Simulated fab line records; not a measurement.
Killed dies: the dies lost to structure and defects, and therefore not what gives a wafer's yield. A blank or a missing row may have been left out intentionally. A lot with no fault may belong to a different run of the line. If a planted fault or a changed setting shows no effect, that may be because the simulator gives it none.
Which tool was responsible?	flow nand-harc	36 wafers from 12 lots sampled at 7 of the route's 1159 steps

WHAT THE GAUGES SHOWED, per wafer
NHARC_A_BLC_CD_MEAS_19.
lot	measured	on	cd-nm (nm)
L119	day 17 13:26	cd-sem-03	100.1 102.5 98.5
L120	day 17 22:17	cd-sem-01	100.0 102.2 98.8
L122	day 18 00:14	cd-sem-03	98.2 100.1 97.2
L121	day 18 00:50	cd-sem-01	97.6 98.5 100.7
L124	day 19 02:05	cd-sem-02	98.2 102.2 99.1
L126	day 19 06:09	cd-sem-02	99.6 99.3 99.6
L129	day 19 20:11	cd-sem-02	97.0 103.8 103.6
L127	day 19 21:02	cd-sem-01	99.1 101.8 101.5
L130	day 20 20:19	cd-sem-02	101.2 99.4 102.6
L134	day 20 20:53	cd-sem-01	102.5 97.8 104.1
L133	day 21 08:02	cd-sem-01	97.0 99.3 102.6
L135	day 21 09:41	cd-sem-03	100.9 102.1 103.4

NHARC_A_M0_INSPECT_11.
lot	measured	on	raw-defect-count
L119	day 17 16:24	defect-inspect-02	27 21 21
L120	day 18 04:10	defect-inspect-02	33 34 36
L122	day 18 08:51	defect-inspect-01	29 21 21
L121	day 18 09:21	defect-inspect-02	20 24 20
L124	day 19 06:02	defect-inspect-01	28 23 24
L126	day 19 12:51	defect-inspect-02	21 16 32
L129	day 20 02:43	defect-inspect-02	24 30 17
L127	day 20 03:14	defect-inspect-01	32 29 40
L130	day 21 07:55	defect-inspect-02	54 43 44
L134	day 21 08:25	defect-inspect-02	19 18 21
L133	day 21 12:58	defect-inspect-02	30 39 25
L135	day 21 17:41	defect-inspect-02	48 32 43

NHARC_A_M0_THK_MEAS_24: measures by xrf.
lot	measured	on	thk-nm (nm)
L119	day 17 19:04	film-metro-02	112.9 112.6 113.8
L120	day 18 06:33	film-metro-01	112.9 114.4 116.1
L122	day 18 11:13	film-metro-01	112.0 114.3 112.8
L121	day 18 11:44	film-metro-01	115.8 113.7 113.4
L124	day 19 08:31	film-metro-01	112.7 114.4 113.2
L126	day 19 15:14	film-metro-02	110.8 114.3 113.8
L129	day 20 05:06	film-metro-01	112.9 110.7 113.7
L127	day 20 05:37	film-metro-02	114.3 115.3 113.0
L130	day 21 10:18	film-metro-01	114.5 115.1 114.7
L134	day 21 10:49	film-metro-01	110.1 113.8 112.4
L133	day 21 15:26	film-metro-02	113.1 113.8 114.5
L135	day 21 20:18	film-metro-02	115.4 119.1 113.6

NHARC_A_M0_INSPECT_27.
lot	measured	on	raw-defect-count
L119	day 17 19:14	defect-inspect-01	563 584 725
L120	day 18 06:43	defect-inspect-02	428 543 332
L122	day 18 11:23	defect-inspect-01	378 417 489
L121	day 18 11:54	defect-inspect-02	446 340 563
L124	day 19 08:40	defect-inspect-02	355 543 481
L126	day 19 15:24	defect-inspect-01	324 279 663
L129	day 20 05:16	defect-inspect-01	418 357 476
L127	day 20 05:46	defect-inspect-01	547 445 388
L130	day 21 10:27	defect-inspect-01	354 380 452
L134	day 21 10:58	defect-inspect-01	288 391 473
L133	day 21 15:35	defect-inspect-01	279 428 347
L135	day 21 20:28	defect-inspect-01	727 3113 520

NHARC_END_SORT_01.
lot	measured	on	defect-limited-yield (%)	killed-at-array	killed-at-other	killed-at-periphery	killed-dies	killed-open	killed-short	sort_bin_2_pct (%)	sort_bin_3_pct (%)	sort_bin_4_pct (%)	sort-n-pass	sort-rim-yield-pct (%)	sort-yield-pct (%)
L119	day 19 09:50	prober-02	95.7 94.4 96.2	25 35 22	1 0 1	3 3 3	29 38 26	4 11 4	1 4 3	1.5 2.1 1.0	0.30 0.15 0.30	2.5 3.4 2.5	648 639 651	100.0 97.2 98.1	95.7 94.4 96.2
L120	day 20 05:32	prober-02	95.1 94.8 95.4	33 35 28	0 0 1	0 0 2	33 35 31	3 5 2	3 1 3	1.5 0.6 0.7	0 0.44 0.44	3.4 4.1 3.4	644 642 646	95.3 96.2 94.3	95.1 94.8 95.4
L122	day 20 06:18	prober-01	94.7 95.4 95.0	27 23 24	0 0 0	9 8 10	36 31 34	3 5 4	3 2 5	1.3 0.7 1.8	0 0.59 0.15	4.0 3.2 3.1	641 646 643	90.6 97.2 95.3	94.7 95.4 95.0
L121	day 20 14:07	prober-01	96.0 95.3 96.0	24 28 24	1 0 0	2 4 3	27 32 27	3 0 6	2 6 5	1.0 1.5 1.3	0.44 0.59 0.30	2.5 2.7 2.4	650 645 650	98.1 94.3 96.2	96.0 95.3 96.0
L124	day 21 03:27	prober-02	96.0 96.5 96.3	25 21 25	0 1 0	2 2 0	27 24 25	5 4 1	4 1 1	1.3 1.0 1.6	0.15 0.15 0	2.5 2.4 2.1	650 653 652	91.5 97.2 97.2	96.0 96.5 96.3
L126	day 21 11:08	prober-01	96.8 97.5 94.7	20 14 32	0 0 0	2 3 4	22 17 36	0 1 3	4 3 4	2.1 1.2 1.5	0.15 0 0.30	1.0 1.3 3.5	655 660 641	97.2 100.0 96.2	96.8 97.5 94.7
L129	day 21 21:26	prober-01	97.5 96.5 97.2	16 22 14	0 0 1	1 2 4	17 24 19	3 1 3	2 2 2	0.9 1.3 0.6	0 0.30 0.15	1.6 1.9 2.1	660 653 658	96.2 90.6 95.3	97.5 96.5 97.2
L127	day 21 21:49	prober-02	94.4 94.5 94.7	33 30 32	1 0 0	4 7 4	38 37 36	3 4 4	5 1 1	1.9 1.3 2.1	0.44 0.15 0.15	3.2 4.0 3.1	639 640 641	97.2 96.2 88.7	94.4 94.5 94.7
L130	day 23 01:47	prober-01	92.9 95.3 94.7	43 30 29	4 0 2	1 2 5	48 32 36	1 2 2	1 0 1	3.2 1.3 1.2	0.59 0.30 0.15	3.2 3.1 4.0	629 645 641	98.1 93.4 94.3	92.9 95.3 94.7
L134	day 23 09:38	prober-02	97.5 96.6 96.6	13 20 20	2 1 2	2 2 1	17 23 23	2 2 2	0 4 1	0.6 0.6 0.3	0.15 0.15 0.15	1.8 2.7 3.0	660 654 654	94.3 98.1 98.1	97.5 96.6 96.6
L133	day 23 01:43	prober-02	95.0 94.4 97.2	26 36 18	1 1 0	7 1 1	34 38 19	2 3 2	1 5 1	1.6 1.5 1.0	0.15 0.30 0	3.2 3.8 1.8	643 639 658	100.0 93.4 93.4	95.0 94.4 97.2
L135	day 23 11:49	prober-01	93.1 0 93.5	40 670 38	2 3 1	5 4 5	47 677 44	0 3 0	1 2 1	2.7 1.2 1.6	0.15 94.98 0.30	4.1 3.8 4.6	630 0 633	96.2 0 98.1	93.1 0 93.5

WHICH TOOL RAN EACH LOT (tool, then ch and the chambers of the sampled wafers, then the start)
lot	NHARC_A_M0_DEGAS_28	NHARC_A_M0_CMP_23
L119	pvd-sputter-03, day 17 17:27	cmp-03 ch 0,1, day 17 18:46
L120	pvd-sputter-01, day 18 05:11	cmp-01 ch 0,1, day 18 06:16
L122	pvd-sputter-01, day 18 09:49	cmp-03 ch 0,1,3, day 18 10:56
L121	pvd-sputter-01, day 18 10:21	cmp-01 ch 1,2, day 18 11:26
L124	pvd-sputter-02, day 19 07:04	cmp-04 ch 0,1,3, day 19 08:13
L126	pvd-sputter-01, day 19 13:50	cmp-03 ch 0,2,3, day 19 14:55
L129	pvd-sputter-01, day 20 03:43	cmp-01 ch 0,1,2, day 20 04:49
L127	pvd-sputter-01, day 20 04:13	cmp-03 ch 1,3, day 20 05:20
L130	pvd-sputter-02, day 21 08:55	cmp-03 ch 0,3, day 21 10:01
L134	pvd-sputter-03, day 21 09:25	cmp-01 ch 1,3, day 21 10:31
L133	pvd-sputter-01, day 21 14:02	cmp-01 ch 0,2,3, day 21 15:07
L135	pvd-sputter-02, day 21 18:40	cmp-01 ch 0,1,3, day 21 20:01
- NHARC_A_M0_DEGAS_28: time 60 s.
- NHARC_A_M0_CMP_23: polishes, t overpolish 20 s, target thk 113.75 nm.

AS READ BY THE TOOLS THEMSELVES (means over the sampled wafers that have a number; for cases with no such wafer, the mark the record gives instead)
NHARC_A_M0_DEGAS_28.
lot	tool	heater-power-w (W)
L119	pvd-sputter-03	375
L120	pvd-sputter-01	319
L122	pvd-sputter-01	297
L121	pvd-sputter-01	326
L124	pvd-sputter-02	376
L126	pvd-sputter-01	298
L129	pvd-sputter-01	308
L127	pvd-sputter-01	296
L130	pvd-sputter-02	375
L134	pvd-sputter-03	337
L133	pvd-sputter-01	310
L135	pvd-sputter-02	364

NHARC_A_M0_CMP_23.
lot	tool	motor-current-A (A)	time-to-endpoint-s (s)
L119	cmp-03	13.3	25.4
L120	cmp-01	12.3	30.5
L122	cmp-03	11.8	28.2
L121	cmp-01	11.9	28.8
L124	cmp-04	10.9	27.4
L126	cmp-03	12.7	31.6
L129	cmp-01	12.0	27.0
L127	cmp-03	10.9	28.4
L130	cmp-03	12.9	32.3
L134	cmp-01	12.2	28.6
L133	cmp-01	12.2	30.4
L135	cmp-01	12.0	31.8

THE ANSWER, worked out from the rows above alone
Rule: usual is defined by the lots themselves. The widest of any qualifying gaps counts: lots, ordered by their means at a reading, are off when they make up no more than a third of the lots, leave a main group of 4 or more, and stand apart from it by 3 or more times the standard deviation of that group's means. The tables above print the reading to a certain number of digits; a main group whose means all agree to those digits is not used. Also off: a lot with no number at a reading for which 4 or more lots have one. All remaining lots with rows at the step are treated as sound. First the gauges in route order, then the tools' own readings, where a lot's mean is used as printed above. The first step at which some lot is off is used, and at that step the reading that is off furthest; a lot without a number counts as furthest.
Off: L135 (NHARC_A_M0_INSPECT_27, raw-defect-count). The main group: mean 439, standard deviation 67.
If a tool, at a process step before that reading, ran all the lots that are off and no sound lot after the first of them, it fits. The gauges at NHARC_A_M0_INSPECT_27 aren't tried: what is off there is off at NHARC_END_SORT_01 too, on other tools, and a gauge's error can't cause that. Undecided on this evidence; 2 tools fit (pvd-sputter-02 at NHARC_A_M0_DEGAS_28, cmp-01 at NHARC_A_M0_CMP_23).

WHAT THE SIMULATOR HAD PUT IN
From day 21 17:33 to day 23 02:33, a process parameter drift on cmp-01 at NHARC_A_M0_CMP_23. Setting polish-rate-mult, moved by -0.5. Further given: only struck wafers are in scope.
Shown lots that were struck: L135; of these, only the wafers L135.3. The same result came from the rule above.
